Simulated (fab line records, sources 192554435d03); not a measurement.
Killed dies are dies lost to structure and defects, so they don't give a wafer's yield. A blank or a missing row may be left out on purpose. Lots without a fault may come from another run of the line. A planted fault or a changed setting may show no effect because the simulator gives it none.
Which tool did it? | flow n5_finfet | 11 lots, 33 wafers sampled, at 5 steps of a route of 1938

WHAT THE GAUGES READ, wafer by wafer
N5_BEOL_M4_RC_MEAS_101.
lot  | measured     | on        | DIBL_N (mV/V)
L467 | day 8 08:05  | prober-01 | 38.7 37.0 35.7
L471 | day 9 04:19  | prober-01 | 38.4 39.2 39.6
L472 | day 9 21:30  | prober-01 | 36.4 38.4 38.2
L475 | day 10 10:58 | prober-02 | 34.3 36.5 35.7
L479 | day 11 07:40 | prober-02 | 34.9 34.1 34.5
L481 | day 11 17:05 | prober-02 | 36.5 37.1 41.1
L482 | day 11 21:56 | prober-02 | 40.4 37.3 37.1
L484 | day 13 08:39 | prober-01 | 39.6 37.1 37.6
L483 | day 13 09:46 | prober-02 | 39.9 38.7 39.5
L487 | day 14 10:43 | prober-02 | 35.5 36.0 35.8
L488 | day 13 12:05 | prober-02 | 37.0 35.9 39.1

WHICH TOOL RAN EACH LOT (tool, then ch and the chambers of the sampled wafers, then the start)
lot  | N5_BEOL_M0_SAQP_ILD_DEP_01      | N5_BEOL_M0_SAQP_HM_DEP_02    | N5_BEOL_M0_SAQP_PECVD_96        | N5_BEOL_M0_SAQP_COAT_82
L467 | pecvd-01 ch 0,2, day 6 03:29    | pvd_sputter-02, day 6 03:34  | pecvd-02 ch 1,2, day 6 03:43    | litho_track-05 ch 0, day 6 04:00
L471 | pecvd-01 ch 0,1, day 6 23:37    | pvd_sputter-01, day 7 00:50  | pecvd-01 ch 0,1, day 7 00:59    | litho_track-01 ch 0, day 7 01:17
L472 | pecvd-02 ch 0,2, day 7 03:32    | pvd_sputter-03, day 7 03:38  | pecvd-01 ch 0,1,2, day 7 03:47  | litho_track-05 ch 0, day 7 04:05
L475 | pecvd-03 ch 0,2, day 8 04:41    | pvd_sputter-02, day 8 06:52  | pecvd-01 ch 0,2, day 8 07:01    | litho_track-01 ch 0, day 8 07:19
L479 | pecvd-02 ch 0,1, day 9 03:13    | pvd_sputter-03, day 9 04:11  | pecvd-02 ch 0,1, day 9 04:22    | litho_track-04 ch 0, day 9 04:44
L481 | pecvd-01 ch 0,1,2, day 9 15:02  | pvd_sputter-01, day 9 16:17  | pecvd-01 ch 0,1, day 9 16:26    | litho_track-01 ch 0, day 9 16:43
L482 | pecvd-01 ch 0,1,2, day 9 17:59  | pvd_sputter-01, day 9 18:11  | pecvd-02 ch 0,2, day 9 18:20    | litho_track-05 ch 0, day 9 18:38
L484 | pecvd-02 ch 0,2, day 11 06:56   | pvd_sputter-02, day 11 07:50 | pecvd-01 ch 1,2, day 11 07:59   | litho_track-04 ch 0, day 11 08:17
L483 | pecvd-03 ch 0,1,2, day 11 06:57 | pvd_sputter-02, day 11 07:56 | pecvd-03 ch 0,1,2, day 11 08:07 | litho_track-01 ch 0, day 11 08:23
L487 | pecvd-02 ch 1,2, day 11 07:32   | pvd_sputter-01, day 11 08:59 | pecvd-02 ch 0,1, day 11 09:11   | litho_track-04 ch 0, day 11 09:29
L488 | pecvd-03 ch 0,1,2, day 11 07:32 | pvd_sputter-01, day 11 08:53 | pecvd-01 ch 1,2, day 11 09:02   | litho_track-04 ch 0, day 11 09:20
- N5_BEOL_M0_SAQP_ILD_DEP_01: deposits SiOC from DEMS/O2, target thk 45.419 nm, time 8.7 s.
- N5_BEOL_M0_SAQP_HM_DEP_02: deposits TiN, target thk 12 nm.
- N5_BEOL_M0_SAQP_PECVD_96: deposits a-Si from SiH4/He, target thk 45 nm, time 45.2 s.
- N5_BEOL_M0_SAQP_COAT_82: time 60 s, resist thk 30 nm.

THE ANSWER, worked out from the rows above alone
Rule: what is usual is taken from the lots themselves. Put in order of their means at a reading, lots are off if they are a third of the lots or fewer, leave a main group of 4 or more, and stand apart from it by a gap of 3 or more times the standard deviation of the main group's means; of several such gaps the widest counts. A main group whose means are all the same, to the digits that the tables above print for the reading, isn't used. A lot without any number at a reading at which 4 lots or more have one is off too. The other lots that the step has rows for count as sound.
No lot is off at any reading shown: from this, nothing can be told.

WHAT THE SIMULATOR HAD PUT IN
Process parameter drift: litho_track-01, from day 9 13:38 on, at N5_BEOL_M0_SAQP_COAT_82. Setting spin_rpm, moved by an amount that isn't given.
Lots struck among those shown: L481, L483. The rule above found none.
